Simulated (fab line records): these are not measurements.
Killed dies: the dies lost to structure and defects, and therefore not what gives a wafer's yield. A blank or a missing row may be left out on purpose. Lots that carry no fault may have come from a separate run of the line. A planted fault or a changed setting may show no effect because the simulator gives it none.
fab line records	flow n5_finfet
record: lots: 7	wafers: 21
route steps=1938 shown GATE_CUT@478 MOL_CONTACT_COAG@563 BEOL_M0_SAQP@663 BEOL_M0@720 BEOL_M1@770
start_h: hours from the record's opening day to when the first of the lot's shown wafers began	wait_h: hours elapsed since this lot's preceding step	" as in the row above	L1.1+2: one row covering several wafers at once	- value missing, or start not given	* or withheld: withheld	< > ~ a bound
route shown NAME@n: a module of which the file shows steps, and the number in the route of the first	usual: mean and standard deviation over wafers with no fault	same: alike in all rows	chamber/n: place in a boat	sites: per-site readings	_std_site: the values' standard deviation	_edge_site: the outer-site mean with the inner-site mean subtracted	radius_mm: how far each site lies from the wafer's centre	mask NAME#n: copy n	behind: the tool/chamber that last shaped the wafer	hold: the reason the lot was held/the length of the hold in hours/how it ended	device: names the non-switching transistor (n, p or np)	end of line: the tests these same wafers got at the end of their route	for a step that has no rows: nothing shown but its recipe	killed: dies that structure and defects cost at the first sort, which is not the same as the wafer's yield	map: the dies of a wafer, with x for killed, . for not killed, _ for no die there
set.NAME: setting as actually run; set.NAME@STEP: the setting as run at that earlier step	model.NAME: the simulator's own value behind a step, which no gauge read
lots with deliberately changed settings; one table per step, one row per wafer
== steps ==
step: N5_GATE_CUT_COAT_34
recipe: resist: SOC	temp_c: 250	time_s: 60	spin_rpm: 1500	resist_thk_nm: 60
lot.wafer	tool	chamber	start_h	wait_h	set.spin_rpm	model.SOC_of_GATE_CUT_COAT_34.thk_nm
L079.1	litho_track-02	0	115.83	0.0	1358	63.2
L079.2	"	0	"	"	1500	59.8
L079.6	"	0	"	"	1500	60
L080.2	litho_track-02	0	123.18	0.1	1500	60.4
L080.3	"	0	"	"	1637	57.6
L080.5	"	0	"	"	1637	57.8
L082.2	litho_track-04	0	135.38	0.0	1593	58
L082.3+5	"	0	"	"	1500	59.8
L085.1	litho_track-04	0	153.97	0.1	1500	60
L085.2+5	"	0	"	"	1392	62.4
L093.2+4	litho_track-04	0	201.05	0.0	1500	60
L093.5	"	0	"	"	1500	59.8
L094.1+3+5	litho_track-01	0	202.56	0.0	1500	60.4
L097.2+3+6	litho_track-02	0	227.53	0.0	1500	60.4
step: N5_GATE_CUT_DESCUM_18
recipe: chemistry: O2	time_s: 7	source_power_w: 50	bias_power_w: 20	pressure_mtorr: 20	rf_frequency_hz: 2.712e+07	temp_c: 40	resist: CAR-EUV	o2_flow_sccm: 225
lot.wafer	tool	chamber	start_h	wait_h	set.time_s	model.CAR-EUV_of_GATE_CUT_COAT_07.thk_nm
L079.1+6	rie_diel-03	3	116.22	0.0	6.571	26.4
L079.2	"	0	"	"	7	26.4
L080.2+5	rie_diel-03	0,2	124.41	0.9	7	26.2
L080.3	"	3	"	"	7.702	25.8
L082.2	rie_diel-04	3	135.90	0.2	7	26
L082.3+5	"	0,1	"	"	7.851	25.6
L085.1+5	rie_diel-04	2,3	154.75	0.4	7	26
L085.2	"	0	"	"	6.455	26.4
L093.2	rie_diel-04	3	201.57	0.0	5.646	26.8
L093.4	"	0	"	"	7	26
L093.5	"	1	"	"	5.646	26.6
L094.1	rie_diel-03	0	202.98	0.0	7	26
L094.3+5	"	3,2	"	"	7	26.2
L097.2	rie_diel-03	1	227.92	0.0	7	26
L097.3+6	"	2,0	"	"	5.962	26.6
step: N5_GATE_CUT_ETCH_28
recipe: chemistry: N2/H2	target: underlayer	target_depth_a: 130	mask_material: CAR-EUV	time_s: 10.4	ion_energy_ev: 200	pressure_mtorr: 30	source_w: 840	bias_w: 150	n2_flow_sccm: 200	h2_flow_sccm: 200	ends: cleared
lot.wafer	tool	chamber	start_h	wait_h	set.time_s@GATE_CUT_DESCUM_18	model.CAR-EUV_of_GATE_CUT_COAT_07.thk_nm
L079.1	rie_diel-03	3	116.25	0.0	6.571	14.8
L079.2	"	0	"	"	7	14.8
L079.6	"	3	"	"	6.571	15
L080.2+5	rie_diel-03	0,2	124.45	0.0	7	14.8
L080.3	"	3	"	"	7.702	14.4
L082.2	rie_diel-04	3	135.93	0.0	7	14.6
L082.3+5	"	0,1	"	"	7.851	14.2
L085.1+5	rie_diel-04	2,3	154.79	0.0	7	14.6
L085.2	"	0	"	"	6.455	14.8
L093.2	rie_diel-04	3	201.60	0.0	5.646	15.4
L093.4	"	0	"	"	7	14.6
L093.5	"	1	"	"	5.646	15.2
L094.1+3	rie_diel-03	0,3	203.02	0.0	7	14.6
L094.5	"	2	"	"	7	14.8
L097.2	rie_diel-03	1	227.95	0.0	7	14.4
L097.3+6	"	2,0	"	"	5.962	15.2
step: N5_GATE_CUT_ETCH_36
recipe: chemistry: CF4	target: SiARC	target_depth_a: 130	mask_material: CAR-EUV	time_s: 21.7	ion_energy_ev: 80	pressure_mtorr: 40	source_w: 545	bias_w: 36	Ar_flow_sccm: 100	cf4_flow_sccm: 100	ends: cleared
lot.wafer	tool	chamber	start_h	wait_h	set.time_s@GATE_CUT_DESCUM_18	model.CAR-EUV_of_GATE_CUT_COAT_07.thk_nm
L079.1+6	rie_diel-03	3	116.27	0.0	6.571	7.2
L079.2	"	0	"	"	7	7.2
L080.2+5	rie_diel-03	0,2	124.46	0.0	7	7.2
L080.3	"	3	"	"	7.702	6.8
L082.2	rie_diel-04	3	135.95	0.0	7	6.8
L082.3+5	"	0,1	"	"	7.851	6.6
L085.1	rie_diel-04	2	154.81	0.0	7	7
L085.2	"	0	"	"	6.455	7.2
L085.5	"	3	"	"	7	6.8
L093.2+5	rie_diel-04	3,1	201.62	0.0	5.646	7.6
L093.4	"	0	"	"	7	6.8
L094.1+3+5	rie_diel-03	0,3,2	203.04	0.0	7	7
L097.2	rie_diel-03	1	227.97	0.0	7	6.8
L097.3+6	"	2,0	"	"	5.962	7.4
step: N5_GATE_CUT_ETCH_37
recipe: chemistry: N2/H2	target: SOC	target_depth_a: 600	overetch_a: 120	mask_material: SiARC	temp_c: 40	time_s: 90	ion_energy_ev: 200	pressure_mtorr: 30	source_w: 840	bias_w: 150	n2_flow_sccm: 200	h2_flow_sccm: 200
lot.wafer	tool	chamber	start_h	wait_h	set.spin_rpm@GATE_CUT_COAT_34	model.etch.depth_nm
L079.1	rie_diel-03	3	116.30	0.0	1358	63.11
L079.2	"	0	"	"	1500	59.82
L079.6	"	3	"	"	1500	60.03
L080.2	rie_diel-03	0	124.49	0.0	1500	60.48
L080.3	"	3	"	"	1637	57.63
L080.5	"	2	"	"	1637	57.7
L082.2	rie_diel-04	3	135.98	0.0	1593	58.04
L082.3	"	0	"	"	1500	59.72
L082.5	"	1	"	"	1500	59.77
L085.1	rie_diel-04	2	154.83	0.0	1500	60.06
L085.2	"	0	"	"	1392	62.32
L085.5	"	3	"	"	1392	62.39
L093.2	rie_diel-04	3	201.65	0.0	1500	59.96
L093.4	"	0	"	"	1500	59.95
L093.5	"	1	"	"	1500	59.84
L094.1+3	rie_diel-03	0,3	203.06	0.0	1500	60.31
L094.5	"	2	"	"	1500	60.42
L097.2	rie_diel-03	1	228.00	0.0	1500	60.49
L097.3	"	2	"	"	1500	60.38
L097.6	"	0	"	"	1500	60.44
step: N5_GATE_CUT_STRIP_38
recipe: chemistry: N2/H2	temp_c: 40	n2_flow_sccm: 200	h2_flow_sccm: 200	rf_frequency_hz: 6e+07
step: N5_GATE_CUT_STRIP_39
recipe: chemistry: N2/H2	temp_c: 40	n2_flow_sccm: 200	h2_flow_sccm: 200	rf_frequency_hz: 6e+07
step: N5_GATE_CUT_HM_OPEN_40
recipe: chemistry: C4F6/O2	target: SiO2	mask_material: SiARC	target_depth_a: 1390	time_s: 85.1	ion_energy_ev: 250	pressure_mtorr: 30	source_w: 345	bias_w: 185	Ar_flow_sccm: 300	C4F6_flow_sccm: 10	O2_flow_sccm: 10	ends: cleared
lot.wafer	tool	chamber	start_h	wait_h	set.spin_rpm@GATE_CUT_COAT_34	model.SOC_of_GATE_CUT_COAT_34.thk_nm
L079.1	rie_diel-03	3	116.38	0.0	1358	35.6
L079.2	"	0	"	"	1500	32.4
L079.6	"	3	"	"	1500	32.2
L080.2	rie_diel-03	0	124.57	0.0	1500	33.2
L080.3	"	3	"	"	1637	30
L080.5	"	2	"	"	1637	30.6
L082.2	rie_diel-04	3	136.06	0.0	1593	31.2
L082.3	"	0	"	"	1500	32.4
L082.5	"	1	"	"	1500	32
L085.1	rie_diel-04	2	154.92	0.0	1500	33.2
L085.2	"	0	"	"	1392	35.4
L085.5	"	3	"	"	1392	34.8
L093.2	rie_diel-04	3	201.73	0.0	1500	32.8
L093.4	"	0	"	"	1500	32.2
L093.5	"	1	"	"	1500	32
L094.1+5	rie_diel-03	0,2	203.15	0.0	1500	33.4
L094.3	"	3	"	"	1500	33
L097.2	rie_diel-03	1	228.08	0.0	1500	33.6
L097.3	"	2	"	"	1500	33.2
L097.6	"	0	"	"	1500	32.6
step: N5_MOL_CONTACT_COAG_PECVD_31
recipe: material: SiO2	target_thk_a: 460	temp_c: 400	precursor: TEOS/O2	pressure_torr: 6.5	rf_w: withheld	teos_flow_sccm: withheld	gas: O2	flow_sccm: 2650	time_s: 8.9
lot.wafer	tool	chamber	start_h	wait_h	set.temp_c	model.SiO2_of_MOL_CONTACT_COAG_PECVD_31.thk_nm
L079.1	pecvd-03	0	130.25	0.3	415	42.2
L079.2	"	1	"	"	400	46.4
L079.6	"	2	"	"	400	47.2
L080.2	pecvd-02	0	136.93	0.3	400	46
L080.3	"	1	"	"	400	46.4
L080.5	"	1	"	"	400	46.8
L082.2	pecvd-04	1	149.90	0.3	404.8	44.6
L082.3	"	0	"	"	400	46
L082.5	"	1	"	"	400	46.4
L085.1	pecvd-04	1	167.54	0.3	413.4	41.8
L085.2	"	2	"	"	413.4	42.4
L085.5	"	1	"	"	413.4	42.6
L093.2	pecvd-03	1	214.01	0.3	400	46.4
L093.4	"	2	"	"	400	47.2
L093.5	"	1	"	"	393.6	48.8
L094.1	pecvd-04	0	217.48	0.3	400	45.8
L094.3	"	1	"	"	400	47
L094.5	"	1	"	"	400	46.6
L097.2	pecvd-04	2	245.71	0.3	400	46
L097.3	"	0	"	"	391.1	48.4
L097.6	"	2	"	"	400	46.8
step: N5_MOL_CONTACT_COAG_COAT_76
recipe: resist: SiARC	temp_c: 220	time_s: 60	spin_rpm: 1500	resist_thk_nm: 10
lot.wafer	tool	chamber	start_h	wait_h	set.spin_rpm	model.SiARC_of_MOL_CONTACT_COAG_COAT_76.thk_nm
L079.1+2+6	litho_track-05	0	-	-	1500	10
L080.2+5	litho_track-03	0	-	-	1592	9.6
L080.3	"	0	"	"	1500	10
L082.2+3	litho_track-02	0	-	-	1500	10
L082.5	"	0	"	"	1592	9.8
L085.1+2+5	litho_track-05	0	-	-	1500	10
L093.2+4+5	litho_track-03	0	-	-	1500	10
L094.1+3+5	litho_track-05	0	-	-	1500	10
L097.2+3+6	litho_track-02	0	-	-	1500	10
step: N5_MOL_CONTACT_COAG_COAT_77
recipe: resist: underlayer	temp_c: 205	time_s: 60	spin_rpm: 1500	resist_thk_nm: 10
step: N5_MOL_CONTACT_COAG_COAT_78
recipe: resist: CAR-EUV	spin_rpm: 1500	resist_thk_nm: 40
step: N5_MOL_CONTACT_COAG_DESCUM_88
recipe: chemistry: O2	time_s: 7	source_power_w: 50	bias_power_w: 20	pressure_mtorr: 20	rf_frequency_hz: 2.712e+07	temp_c: 40	resist: CAR-EUV	o2_flow_sccm: 225
step: N5_MOL_CONTACT_COAG_ETCH_89
recipe: chemistry: N2/H2	target: underlayer	target_depth_a: 130	mask_material: CAR-EUV	time_s: 10.4	ion_energy_ev: 200	pressure_mtorr: 30	source_w: 840	bias_w: 150	n2_flow_sccm: 200	h2_flow_sccm: 200	ends: cleared
step: N5_MOL_CONTACT_COAG_ETCH_90
recipe: chemistry: CF4	target: SiARC	target_depth_a: 130	mask_material: CAR-EUV	time_s: 21.7	ion_energy_ev: 80	pressure_mtorr: 40	source_w: 545	bias_w: 36	Ar_flow_sccm: 100	cf4_flow_sccm: 100	ends: cleared
lot.wafer	tool	chamber	start_h	wait_h	set.spin_rpm@MOL_CONTACT_COAG_COAT_76	model.etch.depth_nm
L079.1	rie_diel-05	0	130.91	0.0	1500	9.965
L079.2	"	2	"	"	1500	9.981
L079.6	"	2	"	"	1500	9.937
L080.2	rie_diel-05	1	137.44	0.0	1592	9.661
L080.3	"	0	"	"	1500	9.954
L080.5	"	1	"	"	1592	9.65
L082.2+3	rie_diel-06	2,3	150.42	0.0	1500	10.02
L082.5	"	2	"	"	1592	9.721
L085.1	rie_diel-01	2	168.17	0.0	1500	9.969
L085.2	"	0	"	"	1500	9.935
L085.5	"	3	"	"	1500	9.982
L093.2	rie_diel-01	0	214.79	0.0	1500	9.986
L093.4	"	2	"	"	1500	9.988
L093.5	"	3	"	"	1500	9.971
L094.1	rie_diel-05	0	218.03	0.0	1500	10.03
L094.3	"	1	"	"	1500	9.997
L094.5	"	0	"	"	1500	10.02
L097.2	rie_diel-06	3	246.22	0.0	1500	10
L097.3+6	"	0,1	"	"	1500	10.02
step: N5_MOL_CONTACT_COAG_ALD_131
recipe: material: SiO2	target_thk_a: 50	temp_c: 100	ald_precursor_family: BDEAS	ald_co_reactant: O2-plasma	pulse_time_s: 1	co_reactant_pulse_time_s: 1	purge_time_s: 2	co_reactant_purge_time_s: 2	ald_cycles: 35	pressure_torr: 2
step: N5_MOL_CONTACT_COAG_ETCHBACK_132
recipe: chemistry: CHF3	target: SiO2	target_depth_a: 100	time_s: 6.7	ion_energy_ev: 200	pressure_mtorr: 30	source_w: 610	bias_w: 170	Ar_flow_sccm: 200	CHF3_flow_sccm: 50
step: N5_MOL_CONTACT_COAG_ETCHBACK_135
recipe: chemistry: CHF3	target: SiO2	target_depth_a: 250	time_s: 16.7	ion_energy_ev: 200	pressure_mtorr: 30	source_w: 610	bias_w: 170	Ar_flow_sccm: 200	CHF3_flow_sccm: 50
step: N5_MOL_CONTACT_COAG_STRIP_118
recipe: chemistry: CHF3	resist: SiARC	rf_frequency_hz: 6e+07
step: N5_MOL_CONTACT_COAG_VIA_ETCH_46
recipe: chemistry: C4F6/O2	target_depth_a: 460	overetch_a: 92	mask_material: SOC	target: SiO2	bias_w: 455	pressure_mtorr: 10	time_s: 40	source_w: 325	Ar_flow_sccm: 300	C4F6_flow_sccm: 10	O2_flow_sccm: 10	ion_energy_ev: 575.3	ends: end_point
lot.wafer	tool	chamber	start_h	wait_h	set.temp_c@MOL_CONTACT_COAG_PECVD_31	model.etch.depth_nm
L079.1	rie_diel-06	3	131.43	0.0	415	42.21
L079.2	"	0	"	"	400	46.46
L079.6	"	0	"	"	400	47.13
L080.2	rie_diel-01	3	137.92	0.0	400	45.94
L080.3	"	2	"	"	400	46.4
L080.5	"	0	"	"	400	46.87
L082.2	rie_diel-06	3	150.91	0.0	404.8	44.58
L082.3	"	2	"	"	400	45.97
L082.5	"	1	"	"	400	46.45
L085.1	rie_diel-05	1	168.98	0.0	413.4	41.85
L085.2	"	0	"	"	413.4	42.35
L085.5	"	0	"	"	413.4	42.64
L093.2	rie_diel-06	2	215.21	0.0	400	46.34
L093.4	"	0	"	"	400	47.18
L093.5	"	3	"	"	393.6	48.83
L094.1	rie_diel-01	0	218.44	0.0	400	45.9
L094.3	"	3	"	"	400	47.03
L094.5	"	1	"	"	400	46.62
L097.2	rie_diel-06	0	246.81	0.0	400	45.9
L097.3	"	1	"	"	391.1	48.42
L097.6	"	3	"	"	400	46.82
step: N5_BEOL_M0_SAQP_SPACER1_ALD_98
recipe: material: SiO2	target_thk_a: 128	temp_c: 300	ald_precursor_family: BDEAS	ald_co_reactant: O2-plasma	pulse_time_s: 1	purge_time_s: 2	co_reactant_purge_time_s: 2	ald_cycles: 138	pressure_torr: 2
lot.wafer	tool	chamber	start_h	wait_h	set.temp_c
L079.1+2	ald_sin-03	3,0	141.63	0.3	300
L079.6	"	2	"	"	293.8
L080.2+3+5	ald_sin-02	1,0,1	147.05	0.8	300
L082.2+3	ald_sin-02	0,2	160.73	2.1	300
L082.5	"	3	"	"	287.6
L085.1+5	ald_sin-03	0,2	179.33	2.7	300
L085.2	"	3	"	"	311.5
L093.2+4+5	ald_sin-04	1,3,1	223.67	0.8	300
L094.1+3+5	ald_sin-04	0,2,0	226.96	0.3	300
L097.2+3+6	ald_sin-02	2,3,3	258.53	0.4	300
step: N5_BEOL_M0_SAQP_SPACER1_ETCHBACK_99
recipe: chemistry: CHF3/O2	mode: anisotropic_etchback	target: SiO2	target_depth_a: 154	time_s: 7.7	pressure_mtorr: 30	source_w: 650	bias_w: 170	Ar_flow_sccm: 200	CHF3_flow_sccm: 50	O2_flow_sccm: 5	ion_energy_ev: 200
step: N5_BEOL_M0_SAQP_MANDREL1_REMOVE_100
recipe: chemistry: HBr/Cl2/O2	bt_time_s: 10	target: a-Si	stop_on: SiNx	endpoint: OES-SiCl	over_etch_frac: 0.85	icp_w: 600	bias_w: 30	HBr_flow_sccm: 150	Cl2_flow_sccm: 80	O2_flow_sccm: 5	pressure_mtorr: 10
lot.wafer	tool	chamber	start_h	wait_h	set.temp_c@BEOL_M0_SAQP_SPACER1_ALD_98	model.BEOL_M0_SAQP.cd_nm
L079.1	rie_si-04	3	142.34	0.1	300	12.6
L079.2	"	2	"	"	300	12.8
L079.6	"	1	"	"	293.8	13
L080.2+3+5	rie_si-02	1,3,3	147.61	0.1	300	12.8
L082.2+3	rie_si-02	1,3	161.30	0.1	300	12.8
L082.5	"	0	"	"	287.6	13.4
L085.1	rie_si-04	1	179.90	0.1	300	13
L085.2	"	3	"	"	311.5	12.4
L085.5	"	0	"	"	300	12.8
L093.2+4+5	rie_si-03	1,1,3	224.23	0.1	300	12.8
L094.1	rie_si-04	2	227.52	0.1	300	12.8
L094.3+5	"	0,3	"	"	300	12.6
L097.2	rie_si-02	1	259.09	0.1	300	13
L097.3+6	"	2	"	"	300	12.8
step: N5_BEOL_M0_ETCH_128
recipe: chemistry: CF4/N2	target_depth_a: 120	overetch_a: 51	target: SiCN	time_s: 21.4	ion_energy_ev: 150	pressure_mtorr: 40	source_w: 430	bias_w: 70	Ar_flow_sccm: 100	cf4_flow_sccm: 60	n2_flow_sccm: 60
usual: rf_vpp_V: 382.3/1.9
lot.wafer	tool	chamber	start_h	wait_h	set.source_w	rf_vpp_V
L079.1	rie_diel-01	0	148.56	0.2	366.8	403.4
L079.2	"	1	"	"	430	382.0
L079.6	"	3	"	"	430	380.0
L080.2	rie_diel-01	1	152.64	0.6	430	381.6
L080.3	"	0	"	"	430	380.9
L080.5	"	0	"	"	402.4	389.5
L082.2	rie_diel-01	1	167.63	0.0	430	382.1
L082.3	"	3	"	"	430	381.2
L082.5	"	1	"	"	430	382.2
L085.1	rie_diel-05	2	184.37	0.0	430	382.1
L085.2	"	1	"	"	430	383.2
L085.5	"	1	"	"	430	383.8
L093.2	rie_diel-05	0	230.10	0.1	430	381.4
L093.4	"	1	"	"	430	383.6
L093.5	"	1	"	"	430	383.5
L094.1	rie_diel-06	0	232.88	0.2	430	385.6
L094.3	"	2	"	"	430	381.3
L094.5	"	1	"	"	430	385.8
L097.2	rie_diel-01	3	265.77	0.0	430	380.3
L097.3	"	2	"	"	491.4	364.2
L097.6	"	2	"	"	491.4	363.1
step: N5_BEOL_M1_ETCH_64
recipe: chemistry: N2/H2	target: SOC	target_depth_a: 750	overetch_a: 150	mask_material: SiARC	temp_c: 40	time_s: 112.5	ion_energy_ev: 200	pressure_mtorr: 30	source_w: 840	bias_w: 150	n2_flow_sccm: 200	h2_flow_sccm: 200
usual: rf_vpp_V: 523.0/2.4
lot.wafer	tool	chamber	start_h	wait_h	set.bias_w	rf_vpp_V	model.SiARC_of_BEOL_M1_COAT_62.thk_nm
L079.1	rie_diel-03	1	154.56	0.0	150	526.8	6.8
L079.2	"	3	"	"	150	522.4	6.8
L079.6	"	1	"	"	157.6	542.0	6.4
L080.2	rie_diel-03	0	159.90	0.0	150	519.2	6.8
L080.3	"	2	"	"	150	521.2	6.8
L080.5	"	3	"	"	150	522.3	7
L082.2	rie_diel-03	2	175.68	0.0	150	521.7	6.8
L082.3	"	3	"	"	160.7	546.2	6.4
L082.5	"	2	"	"	160.7	543.5	6.4
L085.1	rie_diel-04	3	191.41	0.0	150	524.9	6.8
L085.2	"	0	"	"	175.8	579.4	5.8
L085.5	"	3	"	"	175.8	576.6	5.8
L093.2	rie_diel-04	2	237.85	0.0	150	522.5	6.8
L093.4	"	1	"	"	150	528.1	6.8
L093.5	"	0	"	"	150	523.8	7
L094.1	rie_diel-02	0	240.22	0.0	150	524.1	7
L094.3	"	2	"	"	150	521.3	6.6
L094.5	"	1	"	"	150	517.0	6.8
L097.2	rie_diel-04	3	270.16	0.0	150	522.6	6.8
L097.3	"	2	"	"	150	522.3	6.8
L097.6	"	3	"	"	150	523.2	6.8
== key ==
split: step: N5_GATE_CUT_COAT_34	setting: spin_rpm	stated: 1500	by: wafer
response: step: N5_GATE_CUT_COAT_34	reading: model.SOC_of_GATE_CUT_COAT_34.thk_nm	change: -0.32	per: 1%	r: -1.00
response: step: N5_GATE_CUT_ETCH_37	reading: model.etch.depth_nm	change: -0.315	per: 1%	r: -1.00
response: step: N5_GATE_CUT_HM_OPEN_40	reading: model.SOC_of_GATE_CUT_COAT_34.thk_nm	change: -0.295	per: 1%	r: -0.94
split: step: N5_GATE_CUT_DESCUM_18	setting: time_s	stated: 7	by: wafer
response: step: N5_GATE_CUT_DESCUM_18	reading: model.CAR-EUV_of_GATE_CUT_COAT_07.thk_nm	change: -0.0366	per: 1%	r: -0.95
response: step: N5_GATE_CUT_ETCH_28	reading: model.CAR-EUV_of_GATE_CUT_COAT_07.thk_nm	change: -0.0387	per: 1%	r: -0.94
response: step: N5_GATE_CUT_ETCH_36	reading: model.CAR-EUV_of_GATE_CUT_COAT_07.thk_nm	change: -0.0352	per: 1%	r: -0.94
split: step: N5_MOL_CONTACT_COAG_PECVD_31	setting: temp_c	stated: 400	by: wafer
response: step: N5_MOL_CONTACT_COAG_PECVD_31	reading: model.SiO2_of_MOL_CONTACT_COAG_PECVD_31.thk_nm	change: -1.17	per: 1%	r: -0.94
response: step: N5_MOL_CONTACT_COAG_VIA_ETCH_46	reading: model.etch.depth_nm	change: -1.17	per: 1%	r: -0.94
split: step: N5_MOL_CONTACT_COAG_COAT_76	setting: spin_rpm	stated: 1500	by: wafer
response: step: N5_MOL_CONTACT_COAG_COAT_76	reading: model.SiARC_of_MOL_CONTACT_COAG_COAT_76.thk_nm	shape: bent	at_lowest: 10	at_stated: 10	at_highest: 9.667
response: step: N5_MOL_CONTACT_COAG_ETCH_90	reading: model.etch.depth_nm	change: -0.0488	per: 1%	r: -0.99
split: step: N5_BEOL_M0_SAQP_SPACER1_ALD_98	setting: temp_c	stated: 300	by: wafer
response: step: N5_BEOL_M0_SAQP_MANDREL1_REMOVE_100	reading: model.BEOL_M0_SAQP.cd_nm	change: -0.139	per: 1%	r: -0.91
split: step: N5_BEOL_M0_ETCH_128	setting: source_w	stated: 430	by: wafer
response: step: N5_BEOL_M0_ETCH_128	reading: rf_vpp_V	change: -1.34	per: 1%	r: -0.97
split: step: N5_BEOL_M1_ETCH_64	setting: bias_w	stated: 150	by: wafer
response: step: N5_BEOL_M1_ETCH_64	reading: rf_vpp_V	change: +3.14	per: 1%	r: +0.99
response: step: N5_BEOL_M1_ETCH_64	reading: model.SiARC_of_BEOL_M1_COAT_62.thk_nm	change: -0.0593	per: 1%	r: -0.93
